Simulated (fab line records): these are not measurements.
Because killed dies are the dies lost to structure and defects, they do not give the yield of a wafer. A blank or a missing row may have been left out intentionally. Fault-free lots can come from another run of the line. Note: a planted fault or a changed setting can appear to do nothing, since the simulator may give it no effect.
A lot that was struck, set against a sound lot | flow n5Finfet | 38 steps out of a route of 1938
Sound: these wafers, L326.1, L326.5, L326.6. Wafers struck: L316.1, L316.4, L316.6. At the end, the cause is stated.
For every step that has rows: the tool of each side, followed by ch and its chambers, followed by its first start. Under that, the readings that differ: sound wafers | struck wafers | difference of the means | sigmas: that difference in standard deviations of wafers without a fault.
alike: same words and numbers on both sides, and readings whose means sit less than 2 such deviations apart. not compared: any withheld reading, any reading some wafer has no value for, any bound like >300 that may hide the same value, and any number with overlapping values for which the record gives no deviation.
A row with sigmas, a row that says differs or no value, or rows on one side alone: a step with any of these is where the two part. Numbers that have no deviation but don't overlap get no sigmas and don't part them. A reading missing from all wafers of one side parts the sides only when that side holds two or more wafers.

first, 12 steps without rows for these wafers: N5_GATE_CUT_STRIP_42 (strips in O2); N5_GATE_CUT_ETCH_19 (etches SiNx in CH3F/O2, target depth 53.7 nm, time 76.7 s); N5_GATE_CUT_CUT_ETCH_53 (etches W in SF6/Cl2, target depth 79.2 nm); N5_GATE_CUT_CUT_ETCH_54 (etches TiN in Cl2/BCl3, target depth 96.7 nm); N5_GATE_CUT_CUT_ETCH_55 (etches HfO2 in BCl3, target depth 3.2 nm); N5_GATE_CUT_ETCH_47 (etches SiO2 in Cl2/BCl3, target depth 10 nm); N5_GATE_CUT_VAPOR_ETCH_48 (etches TiN in BCl3/Cl2); N5_GATE_CUT_VAPOR_ETCH_49 (etches TiAlC in BCl3/Cl2); N5_GATE_CUT_VAPOR_ETCH_51 (etches HfO2 in BCl3/Cl2); N5_GATE_CUT_STRIP_21 (strips in N2/H2, time 30 s); N5_GATE_CUT_STRIP_29 (strips in post etch residue remover, time 60 s); N5_GATE_CUT_SRD_52 (time 30 s).
N5_GATE_CUT_ALD_22: deposits SiNx, target thk 16 nm, pulse time 1 s, ald cycles 320.
  sound on aldSin-02 ch 0,1, day 9 22:34; struck on aldSin-01 ch 0,1,2, day 7 08:22
  alike: heaterPowerW, precursorPulseHeightRel, susceptorTempC
then, 23 steps without rows for these wafers: N5_GATE_CUT_CMP_23 (polishes, stops on SiO2, t overpolish 23.4 s, target thk 16 nm); N5_GATE_CUT_CMP_43 (polishes SiO2); N5_GATE_CUT_CMP_61 (polishes, stops on SiNx, t overpolish 3 s); N5_MOL_CONTACT_COAG_COAT_103 (time 60 s, resist thk 80 nm); N5_MOL_CONTACT_COAG_COAT_104 (time 60 s, resist thk 12 nm); N5_MOL_CONTACT_COAG_COAT_58 (time 60 s, resist thk 10 nm); N5_MOL_CONTACT_COAG_COAT_02 (resist thk 30 nm); N5_MOL_CONTACT_COAG_EBR_04; N5_MOL_CONTACT_COAG_SOFTBAKE_03 (time 60 s); N5_MOL_CONTACT_COAG_EXPOSE_05 (exposes mask CA, defocus 0 nm); N5_MOL_CONTACT_COAG_PEB_06 (peb time 60 s); N5_MOL_CONTACT_COAG_DEVELOP_07 (develop time 30 s); N5_MOL_CONTACT_COAG_DESCUM_13 (chemistry O2, time 7 s); N5_MOL_CONTACT_COAG_ETCH_59 (etches underlayer in N2/H2, target depth 13 nm, time 10.4 s); N5_MOL_CONTACT_COAG_ETCH_105 (etches SiARC in CF4, target depth 15.6 nm, time 26 s); N5_MOL_CONTACT_COAG_ETCH_106 (etches SOC in N2/H2, target depth 80 nm, overetch 16 nm, time 120 s); N5_MOL_CONTACT_COAG_STRIP_107 (strips in N2/H2); N5_MOL_CONTACT_COAG_STRIP_108 (strips in N2/H2); N5_MOL_CONTACT_COAG_CONTACT_ETCH_14 (etches SiO2 in C4F6/O2, target depth 27.5 nm, overetch 8.5 nm, time 20 s); N5_MOL_CONTACT_COAG_STRIP_109 (strips in C4F6/O2); N5_MOL_CONTACT_COAG_ETCH_15 (etches SiNx in CH3F/O2, stops on Si:P, target depth 7 nm); N5_MOL_CONTACT_COAG_ETCH_110 (etches Si in CF4/O2, target depth 2.5 nm, time 8 s); N5_MOL_CONTACT_COAG_STRIP_98 (strips in N2/H2).
-- record jumps: 4 days separate the struck wafers' starts on either side; left off in module MOL_CONTACT_COAG, taken up again in module BEOL_M4, whose first shown step is the route's number 1111 --
N5_BEOL_M4_RC_MEAS_101:
  sound on prober-02 ch 0, day 13 06:49; struck on prober-01 ch 0, day 10 21:54
reading        | sound          | struck         | difference | sigmas
IOFF_P (nA/um) | 0.20 0.19 0.19 | 0.26 0.30 0.28 | +0.09      | +2
VT_N (mV)      | 252 253 254    | 249 244 246    | -7         | -2
  alike: DIBL_N, DIBL_P, IOFF_N, ION_N, ION_P, SS_N, SS_P, VT_P
-- a jump in the record: the struck wafers' starts before and after are 4 days apart (it breaks off in module BEOL_M4 and resumes in module PASSIVATION, where the first step shown is number 1936 of the route) --
N5_PASSIVATION_PROBE_49:
  only the struck wafers here have rows in the record (prober-01, day 15 06:17); the sound ones have none

WHERE THEY PART
First at N5_BEOL_M4_RC_MEAS_101; last, within this record, at N5_PASSIVATION_PROBE_49.

WHY: what the simulator had put in
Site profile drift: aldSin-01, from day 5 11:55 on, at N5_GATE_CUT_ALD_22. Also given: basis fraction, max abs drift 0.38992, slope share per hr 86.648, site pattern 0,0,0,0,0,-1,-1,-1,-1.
